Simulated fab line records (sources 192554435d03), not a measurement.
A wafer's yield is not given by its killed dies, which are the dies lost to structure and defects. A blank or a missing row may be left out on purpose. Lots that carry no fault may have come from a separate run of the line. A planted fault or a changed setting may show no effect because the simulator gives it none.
Struck lot and sound lot, side by side / flow n5Finfet / 18 out of 1938 route steps
Sound: wafers L647.3, L647.5, L647.6. Wafers struck: L650.1, L650.4, L650.6. The cause is named last.
Each step with rows lists, per side, the tool, then ch with its chambers, then its first start. Under that, the readings that differ: sound wafers / struck wafers / difference of the means / sigmas: that difference in standard deviations of wafers without a fault.
alike: same words and numbers on both sides, and readings whose means sit less than 2 such deviations apart. not compared: any withheld reading, any reading some wafer has no value for, any bound like >300 that may hide the same value, and any number with overlapping values for which the record gives no deviation.
Wherever a step has rows on one side only, a row that says differs or no value, or a row with sigmas, the two part there. Numbers that don't overlap but have no deviation are shown without sigmas and don't part them. A reading missing from all wafers of one side parts the sides only when that side holds two or more wafers.

first, 1 step without rows for these wafers: N5_MIM_TOP_LITHO_HARDBAKE_09 (time 120 s).
N5_MIM_TOP_LITHO_CD_MEAS_08: target cd 2000 nm.
  sound on cdSem-02 ch 0, day 20 01:16; struck on cdSem-01 ch 0, day 20 23:31
  alike: cdNm
N5_MIM_TOP_LITHO_OVL_MEAS_11:
  sound on overlay-02 ch 0, day 20 01:17; struck on overlay-02 ch 0, day 20 23:34
  alike: MIM_TOP_OVL
N5_MIM_TOP_LITHO_INSPECT_12: inspects for defects (macro).
  sound on defectInspect-02, day 20 01:19; struck on defectInspect-02, day 20 23:35
  alike: rawDefectCount
N5_MIM_TOP_LITHO_DESCUM_10: chemistry O2, time 7.9 s.
  sound on rieDiel-01 ch 1,2, day 20 01:20; struck on rieDiel-03 ch 0,1,2, day 20 23:37
  alike: drypumpMotorCurrentA, oesProductAu, rfVppV, showerheadPlenumPTorr, tempC, throttleValvePct
  not compared: rfHoursCounterH
N5_MIM_TOP_ETCH_ETCH_00: etches TiN in Cl2/BCl3, target depth 38.5 nm.
  sound on rieMetal-03 ch 0,1, day 20 01:32; struck on rieMetal-03 ch 0,1, day 20 23:42
  alike: drypumpMotorCurrentA, mfcArSccm, oesProductAu, throttleValvePct
  not compared: rfHoursCounterH
N5_MIM_TOP_ETCH_STRIP_01: strips in O2.
  sound on rieDiel-06 ch 0,2,3, day 20 01:49; struck on rieDiel-06 ch 0,2,3, day 20 23:50
  alike: drypumpMotorCurrentA, oesProductAu, rfVppV, showerheadPlenumPTorr, tempC, throttleValvePct
  not compared: rfHoursCounterH
N5_MIM_TOP_ETCH_PECVD_03: deposits SiNx from SiH4/NH3/N2, target thk 20 nm, time 17.6 s.
  sound on pecvd-04 ch 0,1, day 20 01:53; struck on pecvd-01 ch 0,2, day 20 23:55
  alike: heaterPowerW, showerheadPlenumPTorr, throttleValvePct
then, 4 steps without rows for these wafers: N5_MIM_BOT_LITHO_HMDS_01 (time 60 s); N5_MIM_BOT_LITHO_COAT_02; N5_MIM_BOT_LITHO_EBR_04; N5_MIM_BOT_LITHO_SOFTBAKE_03 (time 90 s).
N5_MIM_BOT_LITHO_EXPOSE_05: exposes mask MIM BOT.
  sound on krfScanner-01 ch 0, day 20 02:12; struck on krfScanner-01 ch 0, day 21 00:13
reading=exposureDoseMJCm2; sound=24.328 24.283 24.247; struck=25.713 25.666 25.716; difference=+1.412; sigmas=+54
  alike: mask, focusOffsetNm, stageVelMmS
then, 3 steps without rows for these wafers: N5_MIM_BOT_LITHO_PEB_06; N5_MIM_BOT_LITHO_DEVELOP_07 (develop time 60 s); N5_MIM_BOT_LITHO_HARDBAKE_09 (time 120 s).
N5_MIM_BOT_LITHO_CD_MEAS_08: target cd 3000 nm.
  sound on cdSem-02 ch 0, day 20 02:22; struck on cdSem-01 ch 0, day 21 00:23
reading=cdNm (nm); sound=3000.4 2996.5 2997.9; struck=3011.1 3013.2 3011.1; difference=+13.5; sigmas=+7
N5_MIM_BOT_LITHO_OVL_MEAS_11:
  sound on overlay-02 ch 0, day 20 02:24; struck on overlay-02 ch 0, day 21 00:25
  alike: MIM_BOT_OVL

== WHERE THEY PART ==
Earliest at N5_MIM_BOT_LITHO_EXPOSE_05; latest, in this record, at N5_MIM_BOT_LITHO_CD_MEAS_08. Later steps at which nothing parts them and some readings are alike: N5_MIM_BOT_LITHO_OVL_MEAS_11.

WHY: the cause the simulator had injected
Drift in process parameters on krfScanner-01 at N5_MIM_BOT_LITHO_EXPOSE_05, starting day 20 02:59. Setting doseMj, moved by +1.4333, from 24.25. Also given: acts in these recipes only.
